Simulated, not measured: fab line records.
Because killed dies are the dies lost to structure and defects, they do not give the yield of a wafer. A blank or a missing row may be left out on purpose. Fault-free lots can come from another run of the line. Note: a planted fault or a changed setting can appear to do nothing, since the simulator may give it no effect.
Chamber matching :: flow n5 finfet :: N5_HKMG_FIN_NWFM_ALD_20 on ald metal-03 has 4 sister chambers
The step deposits TiAlC, target thk 2 nm, pulse time 3 s, purge time 2 s. 24 wafers are shown with their chamber, then 12 later ones without.

WAFERS WITH THEIR CHAMBER
wafer: L075.1
chamber: 0
heater power w (W): 573
precursor pulse height rel: 1.011

wafer: L075.3
chamber: 3
heater power w (W): 539
precursor pulse height rel: 1.004

wafer: L075.6
chamber: 3
heater power w (W): 548
precursor pulse height rel: 0.986

wafer: L077.2
chamber: 3
heater power w (W): 531
precursor pulse height rel: 1.005

wafer: L077.3
chamber: 2
heater power w (W): 505
precursor pulse height rel: 1.010

wafer: L077.6
chamber: 3
heater power w (W): 558
precursor pulse height rel: 1.027

wafer: L078.2
chamber: 0
heater power w (W): 576
precursor pulse height rel: 1.026

wafer: L078.3
chamber: 2
heater power w (W): 512
precursor pulse height rel: 0.996

wafer: L078.5
chamber: 3
heater power w (W): 539
precursor pulse height rel: 1.045

wafer: L079.1
chamber: 1
heater power w (W): 450
precursor pulse height rel: 1.007

wafer: L079.2
chamber: 3
heater power w (W): 561
precursor pulse height rel: 0.993

wafer: L079.3
chamber: 2
heater power w (W): 506
precursor pulse height rel: 0.980

wafer: L079.4
chamber: 0
heater power w (W): 571
precursor pulse height rel: 0.990

wafer: L079.5
chamber: 1
heater power w (W): 460
precursor pulse height rel: 1.007

wafer: L079.6
chamber: 2
heater power w (W): 519
precursor pulse height rel: 1.019

wafer: L081.2
chamber: 2
heater power w (W): 504
precursor pulse height rel: 0.991

wafer: L081.3
chamber: 3
heater power w (W): 547
precursor pulse height rel: 1.006

wafer: L081.4
chamber: 0
heater power w (W): 563
precursor pulse height rel: 0.968

wafer: L085.4
chamber: 3
heater power w (W): 547
precursor pulse height rel: 1.003

wafer: L085.5
chamber: 2
heater power w (W): 509
precursor pulse height rel: 1.051

wafer: L085.6
chamber: 1
heater power w (W): 464
precursor pulse height rel: 1.019

wafer: L091.1
chamber: 0
heater power w (W): 576
precursor pulse height rel: 0.979

wafer: L091.3
chamber: 2
heater power w (W): 500
precursor pulse height rel: 0.992

wafer: L091.5
chamber: 3
heater power w (W): 552
precursor pulse height rel: 0.977

SIGNATURES (averages over the wafers above)
reading: heater power w
chamber 0: 571.80
chamber 1: 458.00
chamber 2: 507.86
chamber 3: 546.89
scatter within a chamber: 7.67

reading: precursor pulse height rel
chamber 0: 0.99480
chamber 1: 1.01100
chamber 2: 1.00557
chamber 3: 1.00511
scatter within a chamber: 0.0213
Rule: for a wafer and a chamber, the distance is found by dividing, reading by reading, the gap between the wafer's reading and the chamber's mean by the reading's scatter, squaring, summing and taking the root. If the next closest chamber is less than 2 further off than the closest, the wafer can't be placed; otherwise it belongs to the closest. How the scatter is found: for the shown wafers, subtract from each reading the mean of its chamber, square and add these, divide the total by (wafers less chambers), then take the root.

WAFERS WITHOUT THEIR CHAMBER
wafer: L092.1
heater power w (W): 459
precursor pulse height rel: 1.037

wafer: L092.2
heater power w (W): 554
precursor pulse height rel: 0.991

wafer: L092.6
heater power w (W): 450
precursor pulse height rel: 0.982

wafer: L094.1
heater power w (W): 465
precursor pulse height rel: 0.974

wafer: L094.2
heater power w (W): 552
precursor pulse height rel: 0.973

wafer: L094.3
heater power w (W): 520
precursor pulse height rel: 0.998

wafer: L094.4
heater power w (W): 582
precursor pulse height rel: 0.979

wafer: L094.5
heater power w (W): 518
precursor pulse height rel: 1.006

wafer: L094.6
heater power w (W): 460
precursor pulse height rel: 0.980

wafer: L097.2
heater power w (W): 533
precursor pulse height rel: 0.994

wafer: L097.3
heater power w (W): 511
precursor pulse height rel: 0.965

wafer: L097.6
heater power w (W): 499
precursor pulse height rel: 1.000

WHICH CHAMBER EACH ONE RAN IN
wafer: L092.1
from the rows above: 1
in truth: 1

wafer: L092.2
from the rows above: can't be placed: 3 or 0
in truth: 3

wafer: L092.6
from the rows above: 1
in truth: 1

wafer: L094.1
from the rows above: 1
in truth: 1

wafer: L094.2
from the rows above: can't be placed: 3 or 0
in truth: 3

wafer: L094.3
from the rows above: can't be placed: 2 or 3
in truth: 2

wafer: L094.4
from the rows above: 0
in truth: 0

wafer: L094.5
from the rows above: 2
in truth: 2

wafer: L094.6
from the rows above: 1
in truth: 1

wafer: L097.2
from the rows above: can't be placed: 3 or 2
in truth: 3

wafer: L097.3
from the rows above: 2
in truth: 2

wafer: L097.6
from the rows above: 2
in truth: 2
Placed correctly: 8 of 12. Not placeable from these rows: 4 (in 4, the candidates include the true chamber). Placed wrongly: 0.
